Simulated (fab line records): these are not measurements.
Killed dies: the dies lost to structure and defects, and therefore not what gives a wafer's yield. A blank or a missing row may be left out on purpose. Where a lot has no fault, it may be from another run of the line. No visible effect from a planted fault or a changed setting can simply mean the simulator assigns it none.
Matching of chambers	flow n5_finfet	ald_metal-02 running N5_HKMG_FIN_ALD_79: 4 sister chambers
The step deposits TiN, target thk 1.5 nm, pulse time 1 s, purge time 3 s. 4 wafers are shown with their chamber, then 12 later ones without.

## WAFERS PAIRED WITH THEIR CHAMBERS
wafer	chamber	heater_power_w (W)
L087.1	2	811
L090.4	0	790
L091.3	1	904
L091.6	3	874

## WAFERS MISSING THEIR CHAMBER
wafer	heater_power_w (W)
L092.2	781
L092.3	893
L092.4	862
L093.1	775
L093.2	876
L093.4	800
L094.1	915
L094.2	828
L094.4	761
L097.1	858
L097.4	771
L097.5	898

## THE CHAMBER EACH PASSED THROUGH
wafer	from the rows above	in truth
L092.2	can't be placed: 0 or 2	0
L092.3	can't be placed: 1 or 3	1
L092.4	3	3
L093.1	can't be placed: 0 or 2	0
L093.2	can't be placed: 3 or 1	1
L093.4	can't be placed: 0 or 2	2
L094.1	1	1
L094.2	can't be placed: 2 or 0 or 3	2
L094.4	can't be placed: 0 or 2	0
L097.1	3	3
L097.4	can't be placed: 0 or 2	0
L097.5	can't be placed: 1 or 3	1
Correct placement for 3 of the 12. Unplaceable from these rows: 9, with the true chamber sitting among the candidates in 9. Number placed wrongly: 0.
How it was worked out, from the rows above alone: a wafer's distance from a chamber is the root of the sum, over the readings, of the square of ((its reading less the chamber's mean) divided by the reading's scatter). The wafer belongs to the nearest chamber; if the next one is less than 2 further off, it can't be placed. The mean given for a chamber averages the wafers shown for that chamber. The scatter: root of mean squared gap, hidden wafer to nearest shown wafer, with one shown wafer a chamber.
